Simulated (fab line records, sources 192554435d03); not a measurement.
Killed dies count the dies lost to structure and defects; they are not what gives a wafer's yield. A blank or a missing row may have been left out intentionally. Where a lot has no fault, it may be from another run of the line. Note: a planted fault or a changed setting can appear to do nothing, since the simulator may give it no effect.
Chamber matching :: flow n5-finfet :: N5_FIN_SAQP_ALD_61 on ald-sin-01 has 4 sister chambers
The step deposits SiO2, target thk 4 nm, pulse time 1 s, purge time 2 s. 4 wafers are shown with their chamber, then 9 later ones without.

== EACH WAFER AND ITS CHAMBER ==
wafer: L082.4
chamber: 2
heater-power-w (W): 630

wafer: L082.5
chamber: 1
heater-power-w (W): 451

wafer: L091.5
chamber: 3
heater-power-w (W): 473

wafer: L091.6
chamber: 0
heater-power-w (W): 353

== WAFERS MISSING THEIR CHAMBER ==
wafer: L094.2
heater-power-w (W): 355

wafer: L094.3
heater-power-w (W): 459

wafer: L094.5
heater-power-w (W): 591

wafer: L096.1
heater-power-w (W): 610

wafer: L096.4
heater-power-w (W): 460

wafer: L096.6
heater-power-w (W): 616

wafer: L097.3
heater-power-w (W): 476

wafer: L097.4
heater-power-w (W): 350

wafer: L097.6
heater-power-w (W): 346

== WHICH CHAMBER EACH WENT THROUGH ==
wafer: L094.2
from the rows above: 0
in truth: 0

wafer: L094.3
from the rows above: can't be placed: 1 or 3
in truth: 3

wafer: L094.5
from the rows above: 2
in truth: 2

wafer: L096.1
from the rows above: 2
in truth: 2

wafer: L096.4
from the rows above: can't be placed: 1 or 3
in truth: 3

wafer: L096.6
from the rows above: 2
in truth: 2

wafer: L097.3
from the rows above: can't be placed: 3 or 1
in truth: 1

wafer: L097.4
from the rows above: 0
in truth: 0

wafer: L097.6
from the rows above: 0
in truth: 0
Placed correctly: 6 of 9. Not placeable from these rows: 3 (in 3, the candidates include the true chamber). Wrongly placed: 0.
How it was worked out, from the rows above alone: a wafer's distance from a chamber is the root of the sum, over the readings, of the square of ((its reading less the chamber's mean) divided by the reading's scatter). If the next closest chamber is less than 2 further off than the closest, the wafer can't be placed; otherwise it belongs to the closest. Each chamber's mean is taken over the wafers shown for it. The scatter (one wafer shown for each chamber): square how far every hidden wafer sits from the nearest shown wafer, average those squares and take the square root.
